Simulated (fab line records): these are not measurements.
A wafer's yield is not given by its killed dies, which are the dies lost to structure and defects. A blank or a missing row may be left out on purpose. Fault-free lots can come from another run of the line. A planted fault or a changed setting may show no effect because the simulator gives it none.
fab line records    flow n5_finfet
record lots=5  wafers=15  last_day=18
route steps=1938 shown FIN_SAQP@122 FIN_CUT@154 BEOL_M4@1111 PASSIVATION@1936
lots that met no fault: taken from a fault-free run of the same line
start_h: the number of hours between the record's first day and the start of the first shown wafer of the lot    wait_h: hours elapsed since this lot's preceding step    " the same as in the row above    L1.1+2: several wafers, shown together as one row    - value missing, or start not given    * or withheld: withheld    < > ~ a bound
route shown NAME@n: a module of which the file shows steps, and the number in the route of the first    usual: the fault-free wafers' mean and standard deviation    same: alike in all rows    chamber/n: place in a boat    sites: each site's reading    _std_site: standard deviation across them    _edge_site: mean of outer sites minus mean of inner sites    radius_mm: how far each site lies from the wafer's centre    mask NAME#n: copy n    behind: tool/chamber where the wafer was last shaped    hold: what put the lot on hold/how long, in hours/how the hold closed    device: whichever transistor did not switch (one of n, p or np)    end of line: the tests these same wafers got at the end of their route    where a step has no rows: the recipe by itself    killed: dies that structure and defects cost at the first sort, which is not the same as the wafer's yield    map: per-die view of a wafer (x killed, . not killed, _ where there is no die)
set.NAME: the run value of the setting; set.NAME@STEP: its run value at that earlier step    model.NAME: the simulator's own value behind a step, which no gauge read
lots at some steps of the route; a table a step, a row a wafer
services: the hour from which a tool's chamber was out of use, counted from the record's first day as start_h (under 0 if before that day), plus the number of hours and why
## steps
# step N5_FIN_SAQP_STRIP_23
# recipe chemistry=SPM  time_s=750  temp_c=130  h2so4_h2o2_vol_ratio=4
# step N5_FIN_SAQP_SRD_66
# recipe dry=ipa_marangoni  time_s=30  temp_c=23  rinse_liquid=diw
# step N5_FIN_SAQP_RECESS_75
# recipe chemistry=HF/NH3  target=SiO2  target_depth_a=144  afs_cycles=3  temp_c=30  sublimation_temp_c=180  sublimation_time_s=60
# step N5_FIN_SAQP_SPACER1_ALD_24
# recipe material=SiO2  target_thk_a=203  temp_c=300  ald_precursor_family=BDEAS  ald_co_reactant=O2-plasma  pulse_time_s=1  purge_time_s=2  co_reactant_purge_time_s=2  ald_cycles=218  pressure_torr=2
# step N5_FIN_SAQP_SPACER1_ETCHBACK_25
# recipe chemistry=CHF3/O2  mode=anisotropic_etchback  target=SiO2  target_depth_a=244  time_s=12.2  pressure_mtorr=30  source_w=650  bias_w=170  Ar_flow_sccm=200  CHF3_flow_sccm=50  O2_flow_sccm=5  ion_energy_ev=200
# step N5_FIN_SAQP_MANDREL1_REMOVE_56
# recipe chemistry=HBr/Cl2/O2  bt_time_s=10  target=a-Si  stop_on=SiNx  endpoint=OES-SiCl  over_etch_frac=1  icp_w=600  bias_w=22  HBr_flow_sccm=150  Cl2_flow_sccm=80  O2_flow_sccm=5  pressure_mtorr=10
# step N5_FIN_SAQP_ETCH_57
# recipe chemistry=CH3F/O2  target=SiNx  mask_material=SiO2  target_depth_a=325  time_s=46.4  pressure_mtorr=30  source_w=395  bias_w=73  Ar_flow_sccm=150  CH3F_flow_sccm=30  O2_flow_sccm=20  ion_energy_ev=120  ends=cleared
# step N5_FIN_SAQP_ETCH_65
# recipe chemistry=CF4  target=SiO2  target_depth_a=40  ion_energy_ev=350  time_s=4.4  pressure_mtorr=10  icp_w=800  bias_w=400  cf4_flow_sccm=80
# step N5_FIN_SAQP_MANDREL_ETCH_58
# recipe chemistry=HBr/Cl2  target=a-Si  target_depth_a=450  bt_time_s=10  stop_on=SiNx  mask_material=SiO2  over_etch_frac=0.8  time_s=27  pressure_mtorr=10  icp_w=800  bias_w=75  HBr_flow_sccm=150  Cl2_flow_sccm=80  ends=end_point
# step N5_FIN_SAQP_RECESS_63
# recipe chemistry=HF/NH3  target=SiO2  target_depth_a=180  afs_cycles=3  temp_c=30  sublimation_temp_c=180  sublimation_time_s=60
# step N5_FIN_SAQP_COAT_68
# recipe resist=SOC  temp_c=250  time_s=60  spin_rpm=1500  resist_thk_nm=100
# step N5_FIN_SAQP_ETCH_69
# recipe chemistry=N2/H2  target=SOC  target_depth_a=1500  stop_on=SiNx  ion_energy_ev=100  bias_w=61  pressure_mtorr=30  source_w=850  n2_flow_sccm=200  h2_flow_sccm=200
# usual drypump_motor_current_A=5.6/0.47  oes_product_au=0.75/0.082  rf_vpp_V=240.6/1.4  showerhead_plenum_p_Torr=2.52/0.088  throttle_valve_pct=17.8/0.36
lot.wafer  tool         chamber  start_h  wait_h  drypump_motor_current_A  oes_product_au  rf_hours_counter_h  rf_vpp_V  showerhead_plenum_p_Torr  throttle_valve_pct
L564.2     rie_diel-05  3        24.52    -       6.3                      0.72            219                 239.7     2.48                      17.5
L564.3     "            0        "        "       4.7                      0.68            239                 242.6     2.62                      17.7
L564.4     "            2        "        "       5.7                      0.71            174                 239.5     2.51                      17.8
L581.1     rie_diel-05  2        128.96   -       5.8                      0.69            213                 241.1     2.49                      17.9
L581.3     "            3        "        "       6.3                      0.96            5                   239.7     2.47                      17.0
L581.4     "            0        "        "       4.7                      0.89            23                  242.2     2.60                      17.4
L583.1     rie_diel-05  2        140.24   -       5.7                      0.69            217                 241.3     2.49                      17.9
L583.2     "            1        "        "       5.6                      0.81            103                 238.8     2.45                      17.8
L583.5     "            0        "        "       4.7                      0.89            -                   240.7     2.60                      17.4
L584.1     rie_diel-05  1        146.80   -       5.6                      0.80            105                 238.5     2.45                      17.8
L584.2     "            0        "        "       4.7                      0.89            29                  242.4     2.60                      17.4
L584.6     "            2        "        "       5.8                      0.68            -                   240.2     2.49                      17.9
L586.1     rie_diel-01  3        158.47   -       5.6                      0.77            100                 242.2     2.55                      17.4
L586.5     "            1        "        "       5.0                      0.69            -                   241.8     2.63                      18.4
L586.6     "            2        "        "       5.9                      0.68            -                   237.8     2.38                      18.1
# step N5_FIN_SAQP_ETCH_67
# recipe chemistry=CH3F/O2  target=SiNx  target_depth_a=300  mask_material=SOC  pressure_mtorr=30  source_w=395  bias_w=73  Ar_flow_sccm=150  CH3F_flow_sccm=30  O2_flow_sccm=20  ion_energy_ev=120
# step N5_FIN_SAQP_STRIP_70
# recipe chemistry=N2/H2  power_w=500  temp_c=40  pressure_mtorr=50  rf_frequency_hz=6e+07  overash_fraction=0.3  bias_power_w=28  h2_frac=0.5  n2_flow_sccm=300  h2_flow_sccm=300
# step N5_FIN_SAQP_RECESS_71
# recipe chemistry=HF/NH3  target=SiO2  target_depth_a=30  afs_cycles=1  temp_c=30  sublimation_temp_c=180  sublimation_time_s=60
# step N5_FIN_SAQP_SPACER2_ALD_28
# recipe material=SiO2  target_thk_a=81  temp_c=300  ald_precursor_family=BDEAS  ald_co_reactant=O2-plasma  pulse_time_s=1  purge_time_s=2  co_reactant_purge_time_s=2  pressure_torr=2
# step N5_FIN_SAQP_SPACER2_ETCHBACK_29
# recipe chemistry=CHF3/O2  mode=anisotropic_etchback  target=SiO2  target_depth_a=122  time_s=6.1  pressure_mtorr=30  source_w=650  bias_w=170  Ar_flow_sccm=200  CHF3_flow_sccm=50  O2_flow_sccm=5  ion_energy_ev=200
# step N5_FIN_SAQP_MANDREL2_REMOVE_60
# recipe chemistry=HBr/Cl2/O2  bt_time_s=10  target=a-Si  stop_on=SiNx  endpoint=OES-SiCl  over_etch_frac=1  icp_w=600  bias_w=22  HBr_flow_sccm=150  Cl2_flow_sccm=80  O2_flow_sccm=5  pressure_mtorr=10
# step N5_FIN_SAQP_HM_OPEN_33
# recipe chemistry=CH3F/O2  target=SiNx  mask_material=SiO2  target_depth_a=494  time_s=70.6  pressure_mtorr=30  source_w=395  bias_w=73  Ar_flow_sccm=150  CH3F_flow_sccm=30  O2_flow_sccm=20  ion_energy_ev=120  ends=cleared
# step N5_FIN_SAQP_ETCH_34
# recipe chemistry=C4F6/O2  target=SiO2  target_depth_a=450  time_s=15  ion_energy_ev=250  pressure_mtorr=30  source_w=345  bias_w=185  Ar_flow_sccm=300  C4F6_flow_sccm=10  O2_flow_sccm=10  ends=cleared
# step N5_FIN_SAQP_STRIP_77
# recipe chemistry=N2/H2  time_s=90  power_w=100  temp_c=40  pressure_mtorr=100  rf_frequency_hz=6e+07  bias_power_w=3  n2_flow_sccm=300  h2_flow_sccm=300
# step N5_FIN_SAQP_ETCH_64
# recipe chemistry=CF4  target=SiO2  target_depth_a=15  ion_energy_ev=350  pressure_mtorr=10  icp_w=800  bias_w=400  cf4_flow_sccm=80
# step N5_FIN_SAQP_FIN_ETCH_36
# recipe chemistry=HBr/Cl2/O2  target_depth_a=1200  mask_material=SiNx  time_s=50.4  bias_w=102  pressure_mtorr=10  icp_w=800  HBr_flow_sccm=150  Cl2_flow_sccm=80  O2_flow_sccm=12
# step N5_FIN_SAQP_PRECLEAN_38
# recipe chemistry=O3/DIW  time_s=45  temp_c=22  o3_ppm=10
# step N5_FIN_SAQP_PRECLEAN_45
# recipe chemistry=dHF  time_s=10  dilution=500:1  temp_c=25
# step N5_FIN_SAQP_SRD_39
# recipe dry=ipa_marangoni  time_s=30  temp_c=23  rinse_liquid=diw
# step N5_FIN_SAQP_INSPECT_40
# recipe inspect_instrument=brightfield  mode=aei
# usual raw_defect_count=213/60
lot.wafer  tool               chamber  start_h  wait_h  raw_defect_count
L564.2     defect_inspect-01  -        25.96    0.0     166
L564.3     "                  -        "        "       174
L564.4     "                  -        "        "       313
L581.1     defect_inspect-01  -        130.46   0.0     300
L581.3     "                  -        "        "       300
L581.4     "                  -        "        "       648
L583.1     defect_inspect-01  -        141.65   0.0     238
L583.2     "                  -        "        "       140
L583.5     "                  -        "        "       515
L584.1     defect_inspect-02  -        149.18   0.0     269
L584.2     "                  -        "        "       595
L584.6     "                  -        "        "       253
L586.1     defect_inspect-02  -        159.87   0.0     291
L586.5     "                  -        "        "       345
L586.6     "                  -        "        "       288
# step N5_FIN_CUT_COAT_18
# recipe resist=SOC  temp_c=250  time_s=60  spin_rpm=1500  resist_thk_nm=230
# step N5_FIN_CUT_COAT_19
# recipe resist=SiARC  temp_c=220  time_s=60  spin_rpm=1500  resist_thk_nm=20
# step N5_FIN_CUT_COAT_29
# recipe resist=underlayer  temp_c=205  time_s=60  spin_rpm=1500  resist_thk_nm=10
# step N5_FIN_CUT_COAT_02
# recipe resist=CAR-EUV  spin_rpm=1500  resist_thk_nm=30
# step N5_FIN_CUT_EBR_04
# recipe solvent=PGMEA  ebr_width_mm=1.5
# step N5_FIN_CUT_SOFTBAKE_03
# recipe temp_c=110  time_s=60  resist=CAR-EUV
# step N5_FIN_CUT_EXPOSE_05
# recipe mask_id=FIN_CUT  na=0.33  source_shape=annular  sigma_inner=0.35  sigma_outer=0.8  polarization=unpolarized  dose_mj=45.75
# step N5_FIN_CUT_PEB_06
# recipe peb_temp_c=100  peb_time_s=60  resist=CAR-EUV
# step N5_FIN_CUT_DEVELOP_07
# recipe develop_time_s=30  developer=TMAH  resist=CAR-EUV  rinse_liquid=surfactant_rinse  dry=air_spin  dev_temp_c=23
# step N5_FIN_CUT_INSPECT_10
# recipe mode=adi  inspect_instrument=brightfield
# usual raw_defect_count=39/10
lot.wafer  tool               chamber  start_h  wait_h  raw_defect_count
L564.2     defect_inspect-02  -        26.35    0.0     23
L564.3     "                  -        "        "       32
L564.4     "                  -        "        "       55
L581.1     defect_inspect-02  -        130.98   0.1     48
L581.3     "                  -        "        "       41
L581.4     "                  -        "        "       399
L583.1     defect_inspect-01  -        142.17   0.1     53
L583.2     "                  -        "        "       25
L583.5     "                  -        "        "       379
L584.1     defect_inspect-01  -        149.60   0.1     49
L584.2     "                  -        "        "       464
L584.6     "                  -        "        "       46
L586.1     defect_inspect-02  -        160.39   0.1     55
L586.5     "                  -        "        "       51
L586.6     "                  -        "        "       49
# step N5_FIN_CUT_INSPECT_17
# recipe inspect_instrument=brightfield  mode=aei
# usual raw_defect_count=215/59
lot.wafer  tool               chamber  start_h  wait_h  raw_defect_count
L564.2     defect_inspect-01  -        27.31    0.0     171
L564.3     "                  -        "        "       192
L564.4     "                  -        "        "       311
L581.1     defect_inspect-02  -        131.98   0.0     257
L581.3     "                  -        "        "       275
L581.4     "                  -        "        "       589
L583.1     defect_inspect-02  -        143.11   0.0     199
L583.2     "                  -        "        "       135
L583.5     "                  -        "        "       498
L584.1     defect_inspect-02  -        150.61   0.0     268
L584.2     "                  -        "        "       583
L584.6     "                  -        "        "       262
L586.1     defect_inspect-02  -        161.34   0.0     292
L586.5     "                  -        "        "       336
L586.6     "                  -        "        "       292
# step N5_BEOL_M4_RC_MEAS_101
# usual DIBL_N=37.5/2.5  DIBL_P=38/3.1  IOFF_N=0.19/0.059  IOFF_P=0.24/0.061  ION_N=679/16  ION_P=465/9.8  SS_N=72.0/0.8  SS_P=73.7/0.86  VT_N=248/4.5  VT_P=-249/3.5
lot.wafer  tool       chamber  start_h  wait_h  DIBL_N[mV/V]  DIBL_P[mV/V]  IOFF_N[nA/um]  IOFF_P[nA/um]  ION_N[uA/um]  ION_P[uA/um]  SS_N[mV/dec]  SS_P[mV/dec]  VT_N[mV]  VT_P[mV]
L564.2     prober-02  0        163.50   0.2     38.2          37            0.18           0.21           675           457           72.1          73.4          252       -251
L564.3     "          0        "        "       37.0          37            0.16           0.23           676           469           71.6          73.1          249       -249
L564.4     "          0        "        "       41.6          42            0.28           0.30           683           459           73.3          74.7          246       -245
L581.1     prober-01  0        283.37   0.0     35.7          35            0.14           0.17           655           441           72.7          73.5          254       -254
L581.3     "          0        "        "       36.3          34            0.14           0.16           665           445           72.0          72.8          254       -256
L581.4     "          0        "        "       38.9          38            0.21           0.23           677           451           72.5          74.4          247       -253
L583.1     prober-02  0        287.84   0.0     35.9          35            0.16           0.20           680           467           71.3          72.4          251       -252
L583.2     "          0        "        "       39.5          39            0.25           0.27           697           469           72.4          74.1          241       -250
L583.5     "          0        "        "       37.6          37            0.19           0.24           690           466           71.6          73.2          246       -247
L584.1     prober-02  0        310.35   0.0     36.5          34            0.15           0.19           672           461           71.7          72.9          251       -251
L584.2     "          0        "        "       43.6          43            0.33           0.36           698           479           73.5          75.8          240       -243
L584.6     "          0        "        "       39.7          38            0.20           0.24           671           458           72.5          73.3          247       -248
L586.1     prober-02  0        311.96   0.0     37.4          39            0.18           0.22           683           461           72.1          73.8          248       -250
L586.5     "          0        "        "       33.9          35            0.13           0.18           666           458           71.2          73.1          251       -252
L586.6     "          0        "        "       38.7          41            0.22           0.27           686           469           72.9          74.3          249       -248
# step N5_PASSIVATION_PROBE_49
# usual defect_limited_yield=91.0/1.4  killed_at_M0_to_M3=35/10  killed_at_M4_up=14/5.5  killed_at_contacts=13/5.6  killed_at_front_end=41/11  killed_at_other=4/3.4  killed_dies=106/16  killed_open=68/12  killed_short=35/7.3  sort_bin_4_leakage=0.3/2.1  sort_bin_5_function=5.3/0.89  sort_bin_6_memory=3.4/0.67  sort_bin_8_speed=0.01/0.11  sort_n_pass=1070/28  sort_yield_pct=90.7/2.4
# same gross_dies=1180  killed_at_back_side=0
lot.wafer  tool       chamber  start_h  wait_h  defect_limited_yield[%]  killed_at_M0_to_M3  killed_at_M4_up  killed_at_contacts  killed_at_front_end  killed_at_other  killed_dies  killed_open  killed_short  sort_bin_4_leakage[%]  sort_bin_5_function[%]  sort_bin_6_memory[%]  sort_bin_8_speed[%]  sort_n_pass  sort_yield_pct[%]
L564.2     prober-02  -        269.80   0.1     90.5                     37                  16               10                  47                   2                112          69           34            0                      5.9                     3.2                   0                    1068         90.5
L564.3     prober-02  -        269.85   0.1     90.6                     32                  26               11                  33                   9                111          73           36            0                      5.3                     3.8                   0                    1069         90.6
L564.4     prober-02  -        269.90   0.2     91.3                     41                  17               10                  33                   2                103          58           38            0.2                    5.8                     2.6                   0                    1075         91.1
L581.4     prober-02  -        397.75   0.2     82.9                     28                  14               10                  149                  1                202          59           31            0                      10.7                    4.7                   0                    978          82.9
L583.1     prober-02  -        403.02   0.0     92.5                     29                  8                8                   40                   4                89           56           31            0                      4.4                     2.8                   0                    1091         92.5
L583.2     prober-02  -        403.07   0.1     92.3                     23                  11               8                   40                   9                91           65           26            0                      4.7                     2.8                   0                    1089         92.3
L583.5     prober-02  -        403.22   0.2     82.6                     40                  13               5                   144                  3                205          55           37            0                      12.2                    3.8                   0                    975          82.6
L584.2     prober-02  -        411.49   0.1     80.3                     41                  14               16                  159                  2                232          83           30            1.5                    14.0                    4.3                   0                    930          78.8
L586.1     prober-01  -        424.41   0.0     90.0                     39                  10               16                  47                   6                118          76           36            0                      5.9                     3.6                   0                    1062         90.0
L586.5     prober-01  -        424.61   0.2     91.0                     40                  14               10                  34                   8                106          67           34            0                      5.5                     3.2                   0                    1074         91.0
L586.6     prober-01  -        424.66   0.3     91.2                     35                  18               15                  34                   2                104          69           31            0                      5.3                     3.0                   0                    1076         91.2
# killed by level:class
L564.2 STI_FIN_REVEAL:geometric_particle:open=13 BEOL_M3:geometric_particle:open=11 BEOL_M4:geometric_particle:open=10 BEOL_M0_SAQP:geometric_particle:short=9 MOL_CONTACT_COAG:geometric_particle:open=7 FIN_SAQP:geometric_particle:short=6 GATE_CUT:geometric_particle:open=6 GATE_CUT:geometric_particle:short=5
L564.3 BEOL_M3:geometric_particle:open=15 STI_FIN_REVEAL:geometric_particle:open=12 BEOL_M4:geometric_particle:open=10 GATE_CUT:geometric_particle:short=7 MOL_CONTACT_COAG:geometric_particle:open=7 BEOL_M3:geometric_particle:short=5 PAD_METAL:geometric_particle:open=5 STI_FIN_REVEAL:geometric_particle:short=4
L564.4 BEOL_M3:geometric_particle:open=12 BEOL_M4:geometric_particle:open=10 STI_FIN_REVEAL:geometric_particle:open=8 MOL_CONTACT_COAG:geometric_particle:open=8 FIN_SAQP:geometric_particle:short=7 BEOL_M0_SAQP:geometric_particle:open=7 BEOL_M0_SAQP:geometric_particle:short=7 BEOL_M3:geometric_particle:short=6
L581.4 FIN_SAQP:unspecified=112 BEOL_M0_SAQP:geometric_particle:open=9 BEOL_M0_SAQP:geometric_particle:short=8 GATE_CUT:geometric_particle:short=7 FIN_SAQP:geometric_particle:open=6 STI_FIN_REVEAL:geometric_particle:open=6 MOL_CONTACT_COAG:geometric_particle:open=6 BEOL_M4:geometric_particle:open=6
L583.1 FIN_SAQP:geometric_particle:short=13 FIN_SAQP:geometric_particle:open=9 GATE_CUT:geometric_particle:open=6 MOL_CONTACT_COAG:geometric_particle:open=6 BEOL_M2:geometric_particle:open=6 BEOL_M0_SAQP:geometric_particle:short=5 BEOL_M0:geometric_particle:open=4 BEOL_M3:geometric_particle:open=4
L583.2 FIN_SAQP:geometric_particle:open=15 FIN_SAQP:geometric_particle:short=9 MOL_CONTACT_COAG:geometric_particle:open=8 BEOL_M0_SAQP:geometric_particle:open=7 BEOL_M3:geometric_particle:open=5 BEOL_M4:geometric_particle:open=4 STI_FIN_REVEAL:geometric_particle:open=3 STI_FIN_REVEAL:geometric_particle:short=3
L583.5 FIN_SAQP:unspecified=110 BEOL_M2:geometric_particle:open=12 FIN_SAQP:geometric_particle:short=8 BEOL_M0_SAQP:geometric_particle:short=7 STI_FIN_REVEAL:geometric_particle:open=6 BEOL_M4:geometric_particle:open=6 BEOL_M3:geometric_particle:open=5 FIN_SAQP:geometric_particle:open=4
L584.2 FIN_SAQP:unspecified=115 BEOL_M2:geometric_particle:open=14 MOL_CONTACT_COAG:geometric_particle:open=13 BEOL_M3:geometric_particle:open=13 FIN_SAQP:geometric_particle:short=10 GATE_CUT:geometric_particle:short=8 FIN_SAQP:geometric_particle:open=6 BEOL_M1:geometric_particle:open=6
L586.1 MOL_CONTACT_COAG:geometric_particle:open=13 BEOL_M3:geometric_particle:open=9 STI_FIN_REVEAL:geometric_particle:open=7 FIN_SAQP:geometric_particle:open=6 ILD0:geometric_particle:short=5 BEOL_M1:geometric_particle:open=5 FIN_SAQP:geometric_particle:short=4 DUMMY_GATE:geometric_particle:open=4
L586.5 BEOL_M3:geometric_particle:open=9 FIN_SAQP:geometric_particle:open=8 MOL_CONTACT_COAG:geometric_particle:open=8 BEOL_M0_SAQP:geometric_particle:open=7 BEOL_M1:geometric_particle:open=6 ILD0:geometric_particle:short=5 BEOL_M0_SAQP:geometric_particle:short=5 BEOL_M2:geometric_particle:open=5
L586.6 MOL_CONTACT_COAG:geometric_particle:open=13 BEOL_M3:geometric_particle:open=12 GATE_CUT:geometric_particle:open=7 GATE_CUT:geometric_particle:short=6 BEOL_M0_SAQP:geometric_particle:short=5 BEOL_M4:geometric_particle:open=5 STI_FIN_REVEAL:geometric_particle:open=4 ILD0:geometric_particle:open=4
# map L581.4 (x killed, . not)
_________________..xxx.......________________
______________.x................_____________
___________..x..........x..xx......__________
__________.......x.................._________
________.x..............x...x........._______
_______......x.........x...............______
______..............x....x......x......._____
_____........x..................x........____
____....................x.................___
___......x...............x................x__
___.x...............x.....................x__
__....x..........xx....xx.xxxx.............._
__.......x..x.........x..xxxxxxx.....x......_
_.......x...x...........xxxxxxxxx............
_...................xxxxxxxxxxxx....x........
_.........x........xxxxxxxxxxxxx..xx..x..x...
_...........x....x..xxxxxxxxxxxxx....x.x.....
_........x.x..xx.x..xxxxxxxxxxxx.x...........
_..x......x.x....x...xxxxxxxxxxxxx...........
_..x......x.....x....xxxxxxxxx..x............
_....x......x..........xxxxxx.x..............
__......................x.xxxx......x..x...._
__.....................x..xx.xx........x...._
___.....................x...x.......x.x....__
___........................................__
____...............x...x.xx....x...x......___
_____.x.x..x.x........x..................____
______..................x..............._____
_______....x......................x....______
________.x..x.............x.x........._______
__________.........x........x......._________
___________........................__________
______________.......x.........._____________
_________________.......x...x________________
# map L583.5 (x killed, . not)
_________________............________________
______________.x...............x_____________
___________...x.............x......__________
__________.x........x.........x...x._________
________..x..................x........_______
_______..x............xx....x..........______
______..x.........x....................._____
_____x...x..................x.......x....____
____............x.x..........x..x.........___
___....x.................x..x..............__
___.......xx.....x....x.x.........x........__
__..x...............x..xxxxx.x.........xx..._
__....x..................xx.x.xx............_
_....................x.xxxx.xxx.x.x..........
_..........x..x.....xxxxxxxxxxxxx.........x..
_..........x........x.xxxxxxxx.x.............
_...................xxxxxxxxxxxxx............
_.....x..............xxxxxxxxxxxxx...........
_..x.x..x......x....xxxxxxxxxxxx..x..x......x
_...........x.........xxxxxxx.xx.x........x..
_...............x..xxx.xxxxxxxxx.......x.....
__x............x.x....xxxx.xx...x..x........_
__....x......x..x.....x.x.xx.x..x........x.._
___...............x...x.x..x.......x.......__
___........x...................x.....x.....__
____..................................x...___
_____.....x..xx...................x......____
______...................x.............._____
_______....x...........................______
________.........x................x.x._______
__________.......xx..x.............._________
___________........................__________
______________.................._____________
_________________.x.....xxx.x________________
## services
tool         chamber  start_h  hours  kind
rie_diel-01  0        36.21    7.6    repair
rie_diel-01  2        37.04    3.7    repair
rie_diel-01  3        40.19    5.7    repair
rie_diel-01  -        51.33    2.8    pm
rie_diel-05  0        57.28    -      clean
rie_diel-05  0        57.28    -      consumable_replace:focus_ring
rie_diel-05  0        57.28    19.6   scheduled_down
rie_diel-05  0        57.28    19.6   vent_cycle
rie_diel-05  2        79.97    7.6    repair
rie_diel-01  3        91.95    1.8    repair
rie_diel-05  3        103.52   -      clean
rie_diel-05  3        103.52   -      consumable_replace:focus_ring
rie_diel-05  3        103.52   14.9   scheduled_down
rie_diel-05  3        103.52   14.9   vent_cycle
rie_diel-01  3        120.80   2.2    repair
rie_diel-01  1        123.00   5.2    repair
rie_diel-01  0        141.30   -      clean
rie_diel-01  0        141.30   -      consumable_replace:focus_ring
rie_diel-01  0        141.30   18.6   scheduled_down
rie_diel-01  0        141.30   18.6   vent_cycle
## key
first_sign step=N5_FIN_SAQP_INSPECT_40  reading=raw_defect_count  direction=up  sigmas=6.2  usual=213  struck=586
effect step=N5_FIN_CUT_INSPECT_10  reading=raw_defect_count  direction=up  sigmas=37  usual=39  struck=414
effect step=N5_FIN_CUT_INSPECT_17  reading=raw_defect_count  direction=up  sigmas=5.8  usual=215  struck=557
effect step=N5_PASSIVATION_PROBE_49  reading=killed_at_front_end  direction=up  sigmas=10  usual=41  struck=151
more_kills_born_at N5_FIN_SAQP_ETCH_69@rie_diel-05=337
met_at N5_FIN_SAQP_ETCH_69
struck_wafers L581.4,L583.5,L584.2
onset_between 24.52 128.96
fault kind=chamber_particle_source  tool=rie_diel-05  chamber=0  onset_h=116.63  steps=N5_FIN_SAQP_ETCH_69  rate_per_visit_cm2=0.58322  end_h=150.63
